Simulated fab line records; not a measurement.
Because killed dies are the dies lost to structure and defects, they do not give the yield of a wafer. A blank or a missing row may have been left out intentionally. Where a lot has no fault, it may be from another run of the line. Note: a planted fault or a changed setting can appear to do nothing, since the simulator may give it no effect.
Which tool was responsible? / flow n5 finfet / Sampling: 9 lots, 25 wafers, 5 of 1938 route steps

## WHAT EACH GAUGE READ, for each wafer
N5_BEOL_M13_THK_MEAS_01.
lot=L588; measured=day 11 14:59; on=film metro-02; M13_ILD_THK (nm)=835 843
lot=L593; measured=day 12 14:35; on=film metro-01; M13_ILD_THK (nm)=829 836 844
lot=L599; measured=day 13 23:40; on=film metro-01; M13_ILD_THK (nm)=837 826 851
lot=L600; measured=day 14 03:11; on=film metro-01; M13_ILD_THK (nm)=822 1206 849
lot=L606; measured=day 15 04:32; on=film metro-01; M13_ILD_THK (nm)=1197 1227
lot=L607; measured=day 15 11:44; on=film metro-02; M13_ILD_THK (nm)=841 851 843
lot=L608; measured=day 16 04:02; on=film metro-01; M13_ILD_THK (nm)=836 841 838
lot=L610; measured=day 16 16:12; on=film metro-02; M13_ILD_THK (nm)=826 821 846
lot=L611; measured=day 16 19:58; on=film metro-02; M13_ILD_THK (nm)=842 851 853

## EACH LOT AND THE TOOL THAT RAN IT (in order: tool; ch and the chambers of the sampled wafers; start)
lot=L588; N5_BEOL_M12_ETCH_38=rie diel-05 ch 3, day 11 13:11; N5_BEOL_M12_DEGAS_41=pvd sputter-02, day 11 13:34; N5_BEOL_M12_CMP_49=cmp-03 ch 1,3, day 11 14:26; N5_BEOL_M13_ILD_DEP_00=pecvd-03 ch 0, day 11 14:50
lot=L593; N5_BEOL_M12_ETCH_38=rie diel-03 ch 0,1,3, day 12 11:47; N5_BEOL_M12_DEGAS_41=pvd sputter-03, day 12 12:13; N5_BEOL_M12_CMP_49=cmp-04 ch 0,1,3, day 12 13:57; N5_BEOL_M13_ILD_DEP_00=pecvd-02 ch 0,2, day 12 14:26
lot=L599; N5_BEOL_M12_ETCH_38=rie diel-01 ch 0,3, day 13 21:45; N5_BEOL_M12_DEGAS_41=pvd sputter-02, day 13 22:14; N5_BEOL_M12_CMP_49=cmp-02 ch 0,2, day 13 23:04; N5_BEOL_M13_ILD_DEP_00=pecvd-02 ch 1,2, day 13 23:31
lot=L600; N5_BEOL_M12_ETCH_38=rie diel-03 ch 2,3, day 14 01:25; N5_BEOL_M12_DEGAS_41=pvd sputter-02, day 14 01:46; N5_BEOL_M12_CMP_49=cmp-04 ch 0,3, day 14 02:34; N5_BEOL_M13_ILD_DEP_00=pecvd-02 ch 1,2, day 14 03:02
lot=L606; N5_BEOL_M12_ETCH_38=rie diel-01 ch 0,3, day 15 02:21; N5_BEOL_M12_DEGAS_41=pvd sputter-02, day 15 03:06; N5_BEOL_M12_CMP_49=cmp-04 ch 0,2, day 15 03:56; N5_BEOL_M13_ILD_DEP_00=pecvd-02 ch 0,1, day 15 04:23
lot=L607; N5_BEOL_M12_ETCH_38=rie diel-03 ch 0,1, day 15 09:01; N5_BEOL_M12_DEGAS_41=pvd sputter-02, day 15 10:17; N5_BEOL_M12_CMP_49=cmp-04 ch 0,2,3, day 15 11:11; N5_BEOL_M13_ILD_DEP_00=pecvd-04 ch 0,1, day 15 11:35
lot=L608; N5_BEOL_M12_ETCH_38=rie diel-05 ch 1,2,3, day 16 00:22; N5_BEOL_M12_DEGAS_41=pvd sputter-01, day 16 02:37; N5_BEOL_M12_CMP_49=cmp-03 ch 0,2,3, day 16 03:29; N5_BEOL_M13_ILD_DEP_00=pecvd-03 ch 0,1, day 16 03:53
lot=L610; N5_BEOL_M12_ETCH_38=rie diel-03 ch 1,3, day 16 14:14; N5_BEOL_M12_DEGAS_41=pvd sputter-03, day 16 14:43; N5_BEOL_M12_CMP_49=cmp-03 ch 0,1,3, day 16 15:34; N5_BEOL_M13_ILD_DEP_00=pecvd-03 ch 0,1,2, day 16 16:02
lot=L611; N5_BEOL_M12_ETCH_38=rie diel-05 ch 2,3, day 16 17:59; N5_BEOL_M12_DEGAS_41=pvd sputter-02, day 16 18:22; N5_BEOL_M12_CMP_49=cmp-03 ch 0,1, day 16 19:19; N5_BEOL_M13_ILD_DEP_00=pecvd-04 ch 0,1, day 16 19:49
- N5_BEOL_M12_ETCH_38: etches SiCN in CF4/N2, target depth 68.7 nm, time 73.4 s.
- N5_BEOL_M12_DEGAS_41: time 60 s.
- N5_BEOL_M12_CMP_49: polishes, stops on SiOC, t overpolish 20.6 s, target thk 320 nm.
- N5_BEOL_M13_ILD_DEP_00: deposits SiOC from DEMS/O2, target thk 837.92 nm, time 166.4 s.

## THE ANSWER, worked out from the rows above alone
Rule: the lots themselves supply what counts as usual. Put in order of their means at a reading, lots are off if they are a third of the lots or fewer, leave a main group of 4 or more, and stand apart from it by a gap of 3 or more times the standard deviation of the main group's means; of several such gaps the widest counts. Not used: any main group whose means are identical at the precision the tables above print for the reading. Also off: a lot with no number at a reading for which 4 or more lots have one. The other lots that the step has rows for count as sound.
Off: L600, L606, seen at N5_BEOL_M13_THK_MEAS_01 (M13_ILD_THK). For the main group the mean is 839 nm and the standard deviation 5.4.
A tool fits if, at a process step before that reading, it ran every lot that is off, and no sound lot after the first of them. Gauges at N5_BEOL_M13_THK_MEAS_01: tried the same way as those tools. One fits: N5_BEOL_M13_ILD_DEP_00 on pecvd-02. Its last sound lot is L599 (day 13 23:31), its first lot that is off L600 (day 14 03:02): a fault that began between those two fits.

## WHAT WAS PUT IN BY THE SIMULATOR
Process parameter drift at N5_BEOL_M13_ILD_DEP_00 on pecvd-02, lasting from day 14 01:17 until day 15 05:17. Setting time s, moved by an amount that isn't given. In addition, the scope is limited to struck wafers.
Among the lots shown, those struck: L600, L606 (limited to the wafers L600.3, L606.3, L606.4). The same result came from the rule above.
